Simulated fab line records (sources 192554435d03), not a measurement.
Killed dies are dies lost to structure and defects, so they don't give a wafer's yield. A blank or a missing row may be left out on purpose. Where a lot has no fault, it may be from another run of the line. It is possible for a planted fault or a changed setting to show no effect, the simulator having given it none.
Chamber matching    flow n5 finfet    N5_BEOL_M13_TRENCH_ETCH_34 on rie diel-01: 4 sister chambers
The step etches SiOC in C4F8/O2/Ar, target depth 413.47 nm, time 162.6 s. 7 wafers are shown with their chamber, then 7 later ones without.

## EACH WAFER AND ITS CHAMBER
wafer   chamber  throttle valve pct (%)  showerhead plenum p Torr (Torr)
L080.1  0        24.20                   3.53
L080.3  2        24.41                   3.42
L082.1  1        23.72                   3.33
L082.2  0        24.19                   3.53
L082.3  3        23.72                   3.34
L087.1  2        24.43                   3.41
L087.3  1        23.74                   3.33

## WAFERS MISSING THEIR CHAMBER
wafer   throttle valve pct (%)  showerhead plenum p Torr (Torr)
L087.6  24.22                   3.52
L088.1  23.72                   3.33
L088.3  23.74                   3.33
L088.5  24.46                   3.41
L092.2  23.74                   3.32
L092.5  24.45                   3.41
L092.6  23.74                   3.32

## EACH ONE'S CHAMBER
wafer    from the rows above       in truth
L087.6   0                         0
L088.1   can't be placed: 1 or 3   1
L088.3   1                         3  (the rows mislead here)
L088.5   2                         2
L092.2   1                         1
L092.5   2                         2
L092.6   1                         1
Placed correctly: 5 of 7. Not placeable from these rows: 1 (in 1, the candidates include the true chamber). 1 placed wrongly.
How it was worked out, from the rows above alone: a wafer's distance from a chamber is the root of the sum, over the readings, of the square of ((its reading less the chamber's mean) divided by the reading's scatter). If the next closest chamber is less than 2 further off than the closest, the wafer can't be placed; otherwise it belongs to the closest. The mean given for a chamber averages the wafers shown for that chamber. The scatter: take each reading less its chamber's mean, square it, sum over the shown wafers, divide by the number of wafers less the number of chambers, and take the root.
